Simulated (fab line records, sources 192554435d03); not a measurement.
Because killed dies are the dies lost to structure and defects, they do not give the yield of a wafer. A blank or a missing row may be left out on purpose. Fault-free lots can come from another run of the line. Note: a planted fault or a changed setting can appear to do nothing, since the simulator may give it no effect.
The tool behind it: which one? / flow n5Finfet / at 1 step of a route of 1938, 20 lots with 60 wafers sampled

## WHAT THE GAUGES READ, wafer by wafer
N5_BEOL_M5_OVL_MEAS_12.
lot=L074; measured=day 7 14:34; on=overlay-01; M5_OVL (nm)=-0.4 0.1 0.0
lot=L075; measured=day 8 05:27; on=overlay-02; M5_OVL (nm)=-0.5 0.8 1.3
lot=L078; measured=day 8 14:08; on=overlay-02; M5_OVL (nm)=0.4 0.3 -0.1
lot=L076; measured=day 8 16:29; on=overlay-01; M5_OVL (nm)=-0.4 -0.2 -0.6
lot=L077; measured=day 8 16:48; on=overlay-01; M5_OVL (nm)=-0.1 1.3 -0.4
lot=L080; measured=day 9 09:18; on=overlay-01; M5_OVL (nm)=0.1 1.0 0.2
lot=L081; measured=day 9 17:46; on=overlay-02; M5_OVL (nm)=-0.4 1.2 -0.3
lot=L083; measured=day 9 19:34; on=overlay-01; M5_OVL (nm)=-0.3 1.1 1.6
lot=L084; measured=day 10 02:44; on=overlay-01; M5_OVL (nm)=1.3 -0.5 1.3
lot=L085; measured=day 11 00:14; on=overlay-02; M5_OVL (nm)=-0.4 0.7 -0.3
lot=L087; measured=day 11 06:07; on=overlay-01; M5_OVL (nm)=1.4 0.3 1.0
lot=L088; measured=day 11 09:06; on=overlay-02; M5_OVL (nm)=1.7 -0.3 0.5
lot=L089; measured=day 11 11:31; on=overlay-01; M5_OVL (nm)=1.2 0.0 -1.0
lot=L090; measured=day 12 01:26; on=overlay-01; M5_OVL (nm)=0.4 -0.7 1.1
lot=L092; measured=day 12 08:05; on=overlay-01; M5_OVL (nm)=0.3 -0.7 0.9
lot=L091; measured=day 12 08:26; on=overlay-01; M5_OVL (nm)=0.4 0.5 2.1
lot=L093; measured=day 12 16:53; on=overlay-01; M5_OVL (nm)=-0.8 0.3 1.6
lot=L095; measured=day 13 02:57; on=overlay-01; M5_OVL (nm)=0.5 -0.8 1.3
lot=L094; measured=day 13 08:53; on=overlay-01; M5_OVL (nm)=0.1 -0.7 -1.3
lot=L096; measured=day 13 10:46; on=overlay-01; M5_OVL (nm)=-0.5 1.1 0.2

## WHICH TOOL RAN EACH LOT (tool, then ch and the chambers of the sampled wafers, then the start)
Record: no process step prior to these readings.

## WHAT THE TOOLS THEMSELVES READ (means of the sampled wafers that have a number; where no wafer has one, the mark that the record gives instead)
The record holds no such reading with a usual standard deviation.

## THE ANSWER, worked out from the rows above alone
Rule: usual is defined by the lots themselves. The widest of any qualifying gaps counts: lots, ordered by their means at a reading, are off when they make up no more than a third of the lots, leave a main group of 4 or more, and stand apart from it by 3 or more times the standard deviation of that group's means. If all means in a main group match to the digits the tables above print for the reading, that group is not used. A lot without any number at a reading at which 4 lots or more have one is off too. Any other lot the step has rows for is counted as sound. Order of review: gauges by route order, followed by the tools' own readings, for which a lot's mean as printed above is used. The first step at which some lot is off is used, and at that step the reading that is off furthest; a lot without a number counts as furthest.
None of the lots is off at any reading shown; this tells nothing.

## WHAT THE SIMULATOR HAD PUT IN
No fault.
